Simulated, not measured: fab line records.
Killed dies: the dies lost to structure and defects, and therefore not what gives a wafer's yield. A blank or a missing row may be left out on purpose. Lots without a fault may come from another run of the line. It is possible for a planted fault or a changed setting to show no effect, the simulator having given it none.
Which tool did it? + flow n5Finfet + 11 lots, 31 wafers sampled, at 5 steps of a route of 1938

## WHAT THE GAUGES SHOWED, per wafer
The record lacks any reading of a measuring or inspecting step that a usual standard deviation could be used to judge.

## WHAT TOOL EACH LOT RAN ON (gives the tool, then ch and the chambers of the sampled wafers, and finally the start)
| lot  | N5_BEOL_M5_ANNEAL_49        | N5_BEOL_M5_ECD_50             | N5_BEOL_M5_CMP_52             | N5_BEOL_M5_PRE_CLEAN_77         | N5_BEOL_M5_CO_CAP_78            |
|------|-----------------------------|-------------------------------|-------------------------------|---------------------------------|---------------------------------|
| L981 | pvdSputter-02, day 8 20:48  | ecdCu-02 ch 0,1, day 9 01:11  | cmp-03 ch 0,1,3, day 9 01:34  | cvdCo-02 ch 0,1,2, day 9 01:54  | cvdCo-02 ch 0,1,2, day 9 01:56  |
| L983 | pvdSputter-01, day 9 06:46  | ecdCu-02 ch 0,1, day 9 11:09  | cmp-03 ch 0,3, day 9 11:37    | cvdCo-02 ch 0,2, day 9 11:57    | cvdCo-02 ch 0,2, day 9 11:59    |
| L986 | pvdSputter-01, day 10 00:02 | ecdCu-02 ch 0,1, day 10 04:26 | cmp-02 ch 0,2, day 10 04:50   | cvdCo-01 ch 0,2, day 10 05:08   | cvdCo-01 ch 0,2, day 10 05:11   |
| L984 | pvdSputter-03, day 10 01:51 | ecdCu-01 ch 0,1, day 10 06:14 | cmp-03 ch 0,1,2, day 10 06:41 | cvdCo-02 ch 1,2, day 10 06:57   | cvdCo-02 ch 1,2, day 10 06:59   |
| L985 | pvdSputter-01, day 10 04:45 | ecdCu-01 ch 0,1, day 10 12:41 | cmp-04 ch 1,2, day 10 13:06   | cvdCo-02 ch 0,1,2, day 10 13:23 | cvdCo-02 ch 0,1,2, day 10 13:26 |
| L990 | pvdSputter-03, day 12 13:29 | ecdCu-02 ch 1, day 12 17:53   | cmp-02 ch 0,3, day 12 18:22   | cvdCo-02 ch 2, day 12 18:34     | cvdCo-02 ch 2, day 12 18:37     |
| L995 | pvdSputter-02, day 12 17:19 | ecdCu-02 ch 0,1, day 12 21:41 | cmp-02 ch 0,2, day 12 22:09   | cvdCo-01 ch 1, day 12 22:25     | cvdCo-01 ch 1, day 12 22:27     |
| L997 | pvdSputter-03, day 13 00:44 | ecdCu-01 ch 0,1, day 13 05:07 | cmp-03 ch 0,2, day 13 05:32   | cvdCo-02 ch 0,2, day 13 05:50   | cvdCo-02 ch 0,2, day 13 05:52   |
| L999 | pvdSputter-01, day 13 20:59 | ecdCu-01 ch 0,1, day 14 01:22 | cmp-04 ch 0,2,3, day 14 01:48 | cvdCo-01 ch 0,1,2, day 14 02:05 | cvdCo-01 ch 0,1,2, day 14 02:08 |
| L103 | pvdSputter-01, day 15 04:41 | ecdCu-01 ch 0,1, day 15 09:05 | cmp-03 ch 1,2,3, day 15 09:54 | cvdCo-02 ch 0,1,2, day 15 10:11 | cvdCo-02 ch 0,1,2, day 15 10:14 |
| L104 | pvdSputter-01, day 15 09:38 | ecdCu-01 ch 0,1, day 15 14:01 | cmp-02 ch 0,1, day 15 14:43   | cvdCo-02 ch 0,2, day 15 15:03   | cvdCo-02 ch 0,2, day 15 15:05   |
- N5_BEOL_M5_ANNEAL_49: time 1800 s.
- N5_BEOL_M5_ECD_50: material Cu, target thk 300 nm.
- N5_BEOL_M5_CMP_52: polishes, stops on SiCOH lowk, t overpolish 6.9 s, target thk 62 nm.
- N5_BEOL_M5_PRE_CLEAN_77: time 15 s.
- N5_BEOL_M5_CO_CAP_78: material Co, precursor CCTBA/H2, target thk 2 nm, time 102.1 s.

## AS READ BY THE TOOLS THEMSELVES (means over the sampled wafers that have a number; for cases with no such wafer, the mark the record gives instead)
N5_BEOL_M5_ANNEAL_49. Usual: heaterPowerW 814 W, standard deviation 74; susceptorTempC 400.00 C, standard deviation 0.23.
| lot  | tool          | heaterPowerW (W) | susceptorTempC (C) | flag |
|------|---------------|------------------|--------------------|------|
| L981 | pvdSputter-02 | 895              | 400.07             |      |
| L983 | pvdSputter-01 | 763              | 400.33             |      |
| L986 | pvdSputter-01 | 830              | 400.05             |      |
| L984 | pvdSputter-03 | 772              | 400.16             |      |
| L985 | pvdSputter-01 | 827              | 399.65             |      |
| L990 | pvdSputter-03 | 856              | 399.94             |      |
| L995 | pvdSputter-02 | 886              | 400.06             |      |
| L997 | pvdSputter-03 | 758              | 400.21             |      |
| L999 | pvdSputter-01 | 849              | 400.14             |      |
| L103 | pvdSputter-01 | 827              | 399.98             |      |
| L104 | pvdSputter-01 | 810              | 399.82             |      |

N5_BEOL_M5_CMP_52. Usual: headPressurePsi 1.0002 psi, standard deviation 0.0019; motorCurrentA 6.1 A, standard deviation 0.41; platenRpm 50.00 rpm, standard deviation 0.036; timeToEndpointS 62.3 s, standard deviation 2.3.
| lot  | tool   | headPressurePsi (psi) | motorCurrentA (A) | platenRpm (rpm) | timeToEndpointS (s) | flag |
|------|--------|-----------------------|-------------------|-----------------|---------------------|------|
| L981 | cmp-03 | 0.9995                | 6.0               | 49.98           | 61.3                |      |
| L983 | cmp-03 | 1.0001                | 6.0               | 50.00           | 63.6                |      |
| L986 | cmp-02 | 0.9999                | 6.1               | 50.00           | 64.8                |      |
| L984 | cmp-03 | 1.0003                | 6.2               | 50.00           | 61.5                |      |
| L985 | cmp-04 | 0.9986                | 6.5               | 50.03           | 64.5                |      |
| L990 | cmp-02 | 1.0006                | 5.9               | 50.00           | 86.1                | OFF  |
| L995 | cmp-02 | 1.0017                | 5.8               | 49.97           | 75.0                | OFF  |
| L997 | cmp-03 | 0.9989                | 6.5               | 50.00           | 61.2                |      |
| L999 | cmp-04 | 0.9986                | 6.2               | 50.03           | 61.5                |      |
| L103 | cmp-03 | 1.0002                | 6.1               | 50.01           | 61.6                |      |
| L104 | cmp-02 | 1.0022                | 5.6               | 50.02           | 62.8                |      |

N5_BEOL_M5_PRE_CLEAN_77. Usual: heaterPowerW 87 W, standard deviation 23.
| lot  | tool     | heaterPowerW (W) | flag |
|------|----------|------------------|------|
| L981 | cvdCo-02 | 81               |      |
| L983 | cvdCo-02 | 77               |      |
| L986 | cvdCo-01 | 105              |      |
| L984 | cvdCo-02 | 83               |      |
| L985 | cvdCo-02 | 81               |      |
| L990 | cvdCo-02 | 56               |      |
| L995 | cvdCo-01 | 94               |      |
| L997 | cvdCo-02 | 69               |      |
| L999 | cvdCo-01 | 94               |      |
| L103 | cvdCo-02 | 82               |      |
| L104 | cvdCo-02 | 67               |      |

N5_BEOL_M5_CO_CAP_78. Usual: chamberPressureTorr 30.01 Torr, standard deviation 0.063; heaterPowerW 238 W, standard deviation 29; susceptorTempC 200.00 C, standard deviation 0.16.
| lot  | tool     | chamberPressureTorr (Torr) | heaterPowerW (W) | susceptorTempC (C) | flag |
|------|----------|----------------------------|------------------|--------------------|------|
| L981 | cvdCo-02 | 29.94                      | 230              | 199.87             |      |
| L983 | cvdCo-02 | 29.96                      | 224              | 200.00             |      |
| L986 | cvdCo-01 | 30.00                      | 261              | 200.05             |      |
| L984 | cvdCo-02 | 30.04                      | 235              | 200.01             |      |
| L985 | cvdCo-02 | 29.98                      | 230              | 200.04             |      |
| L990 | cvdCo-02 | 29.95                      | 198              | 200.11             |      |
| L995 | cvdCo-01 | 30.02                      | 250              | 199.88             |      |
| L997 | cvdCo-02 | 30.00                      | 214              | 200.09             |      |
| L999 | cvdCo-01 | 30.05                      | 248              | 199.96             |      |
| L103 | cvdCo-02 | 30.07                      | 232              | 199.89             |      |
| L104 | cvdCo-02 | 30.04                      | 215              | 199.97             |      |

## THE ANSWER, worked out from the rows above alone
Rule: a lot counts as off when the mean over its wafers that have a number is more than 3 standard deviations away from the usual mean. A lot without any number at a reading at which 4 lots or more have one is off too. Where the step has rows for the other lots, those lots are counted as sound. The gauges are gone through in route order, then the tools' own readings, and for those a lot's mean is taken as printed above. The first step at which some lot is off is used, and at that step the reading that is off furthest; a lot without a number counts as furthest.
Off: L990, L995, at N5_BEOL_M5_CMP_52 (timeToEndpointS).
If a tool, at that step or one of the process steps before it, ran each lot that is off and ran no sound lot following the first of them, it fits. One fits: ecdCu-02 at N5_BEOL_M5_ECD_50. Its last sound lot is L986 (day 10 04:26), its first lot that is off L990 (day 12 17:53): a fault that began between those two fits.

## WHAT WAS PUT IN BY THE SIMULATOR
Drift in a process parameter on ecdCu-02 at N5_BEOL_M5_ECD_50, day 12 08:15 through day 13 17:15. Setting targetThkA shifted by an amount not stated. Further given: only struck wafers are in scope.
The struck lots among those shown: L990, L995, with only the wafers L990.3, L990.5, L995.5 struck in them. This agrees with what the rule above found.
